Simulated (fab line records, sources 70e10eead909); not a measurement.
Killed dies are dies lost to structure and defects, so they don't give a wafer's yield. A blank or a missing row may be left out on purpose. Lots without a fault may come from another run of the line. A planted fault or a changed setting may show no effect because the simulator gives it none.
A struck lot beside a sound one | flow nand_harc | 25 steps out of a route of 1159
Sound: wafers L278.1, L278.5, L278.6. Struck: wafers L281.2, L281.4, L281.5. The cause comes at the end.
At each step with rows: each side's tool, then ch and its chambers, then its first start. Under that, the readings that differ: sound wafers | struck wafers | difference of the means | sigmas: that difference in standard deviations of wafers without a fault.
alike: readings whose means differ by less than 2 such deviations, and words and numbers that are the same on both sides. not compared: withheld readings, readings that some wafer has no value for, bounds like >300 that may hide the same value, and numbers for which the record gives no deviation and whose values overlap.
The two part at a step that has a row with sigmas, a row that says differs or no value, or rows on one side only. Numbers that don't overlap but have no deviation are shown without sigmas and don't part them. A reading that every wafer of one side lacks parts them only if that side has two wafers or more.

first, 5 steps without rows for these wafers: NHARC_P_GATE_PRECLEAN_71 (cleans in SC1); NHARC_P_GATE_SRD_72; NHARC_P_GATE_OXIDE_16 (material SiO2, target thk 3 nm, ox time 392 s); NHARC_P_GATE_CVD_17 (deposits poly-Si, target thk 150 nm, time 900 s); NHARC_P_GATE_HM_DEP_102 (deposits aC, target thk 120 nm).
NHARC_P_GATE_DEP_103: deposits SiON, target thk 30 nm.
  sound on pecvd-02 ch 1,2, day 6 18:19; struck on pecvd-01 ch 0,2, day 7 22:12
  alike: heater_power_w
then, 6 steps without rows for these wafers: NHARC_P_GATE_DEHYDRATE_18 (time 120 s); NHARC_P_GATE_HMDS_19 (time 30 s); NHARC_P_GATE_COAT_20 (resist thk 90 nm); NHARC_P_GATE_SOFTBAKE_21 (time 55 s); NHARC_P_GATE_EBR_22; NHARC_P_GATE_EXPOSE_23 (exposes mask P GATE, target cd 120 nm).
NHARC_P_GATE_PEB_24: peb time 65 s.
  sound on litho_track-06 ch 0, day 6 18:46; struck on litho_track-06 ch 0, day 7 22:51
  alike: exhaust_pa, resist_line_temp_C
then, 1 step without rows for these wafers: NHARC_P_GATE_DEVELOP_25 (develop time 35 s).
NHARC_P_GATE_CD_MEAS_26: target cd 120 nm.
  sound on cd_sem-02 ch 0, day 6 18:50; struck on cd_sem-02 ch 0, day 7 22:56
  reading    | sound             | struck            | difference | sigmas
  cd_nm (nm) | 119.0 119.1 118.3 | 107.6 107.0 107.0 | -11.6      | -20
NHARC_P_GATE_OVL_MEAS_27:
  sound on overlay-01, day 6 18:56; struck on overlay-02, day 7 23:01
  alike: overlay_x_nm, overlay_y_nm
NHARC_P_GATE_INSPECT_28:
  sound on defect_inspect-01, day 6 18:58; struck on defect_inspect-01, day 7 23:03
  alike: raw_defect_count
NHARC_P_GATE_DESCUM_31: chemistry O2, time 3 s.
  sound on rie_diel-05 ch 1,2,3, day 6 19:02; struck on rie_diel-08 ch 0,3, day 7 23:07
  reading                 | sound             | struck            | difference | sigmas
  model.P_GATE.cd_nm (nm) | 118.6 118.9 118.7 | 107.7 107.1 107.3 | -11.4      |
  alike: drypump_motor_current_A, mfc_ar_sccm, oes_product_au, rf_vpp_V, showerhead_plenum_p_Torr, throttle_valve_pct
  not compared: rf_hours_counter_h
NHARC_P_GATE_ETCH_104: etches the open film in CF4/CHF3, target depth 60 nm.
  sound on rie_diel-05 ch 1,2,3, day 6 19:08; struck on rie_diel-08 ch 0,2, day 7 23:16
  alike: drypump_motor_current_A, mfc_ar_sccm, oes_product_au, rf_vpp_V, showerhead_plenum_p_Torr, throttle_valve_pct
NHARC_P_GATE_HM_OPEN_105: chemistry O2/COS, target depth 360 nm.
  sound on rie_diel-05 ch 1,2; struck on rie_diel-08 ch 0,1,3
  alike: drypump_motor_current_A, mfc_ar_sccm, oes_product_au, rf_vpp_V, showerhead_plenum_p_Torr, throttle_valve_pct
  not compared: rf_hours_counter_h
then, 1 step without rows for these wafers: NHARC_P_GATE_STRIP_106 (strips in O2/COS).
NHARC_P_GATE_ETCH_114: etches the open film in CF4/O2, target depth 30 nm, overetch 3 nm, time 16.5 s.
  sound on rie_diel-05 ch 1,2,3; struck on rie_diel-08 ch 0,2,3
  alike: drypump_motor_current_A, mfc_ar_sccm, oes_product_au, rf_vpp_V, showerhead_plenum_p_Torr, throttle_valve_pct
  not compared: rf_hours_counter_h
NHARC_P_GATE_ETCH_32: etches the open film in HBr/Cl2, target depth 150 nm, time 100.1 s.
  sound on rie_si-05 ch 1,2,3, day 6 19:39; struck on rie_si-01 ch 0,2, day 7 23:39
  reading                 | sound             | struck            | difference | sigmas
  oes_product_au (a.u.)   | 1.006 1.006 0.999 | 0.988 0.995 0.983 | -0.015     | -2
  model.P_GATE.cd_nm (nm) | 119.6 120.3 116.7 | 109 106.6 108.5   | -11        |
  alike: drypump_motor_current_A, throttle_valve_pct
  not compared: rf_hours_counter_h
NHARC_P_GATE_STRIP_108: strips in O2.
  sound on rie_diel-05 ch 1,2, day 6 19:53; struck on rie_diel-11 ch 0,1, day 7 23:54
  alike: drypump_motor_current_A, mfc_ar_sccm, oes_product_au, rf_vpp_V, showerhead_plenum_p_Torr, throttle_valve_pct
  not compared: rf_hours_counter_h
-- the record jumps here: 15 days lie between the struck wafers' starts before and after (it left off in module P_GATE and takes up again in module END, whose first step shown is number 1159 of the route) --
NHARC_END_SORT_01:
  sound on prober-01 ch 0, day 21 14:02; struck on prober-01 ch 0, day 22 23:05
  reading             | sound    | struck   | difference | sigmas
  killed_at_array     | 20 13 7  | 47 43 32 | +27        | +3
  killed_at_periphery | 4 0 3    | 8 21 4   | +9         | +3
  killed_dies         | 25 13 10 | 55 64 37 | +36        | +4
  alike: killed_at_other, killed_open, killed_short

WHERE THEY PART
First at NHARC_P_GATE_CD_MEAS_26; last, within this record, at NHARC_END_SORT_01.

WHY: what the simulator had put in
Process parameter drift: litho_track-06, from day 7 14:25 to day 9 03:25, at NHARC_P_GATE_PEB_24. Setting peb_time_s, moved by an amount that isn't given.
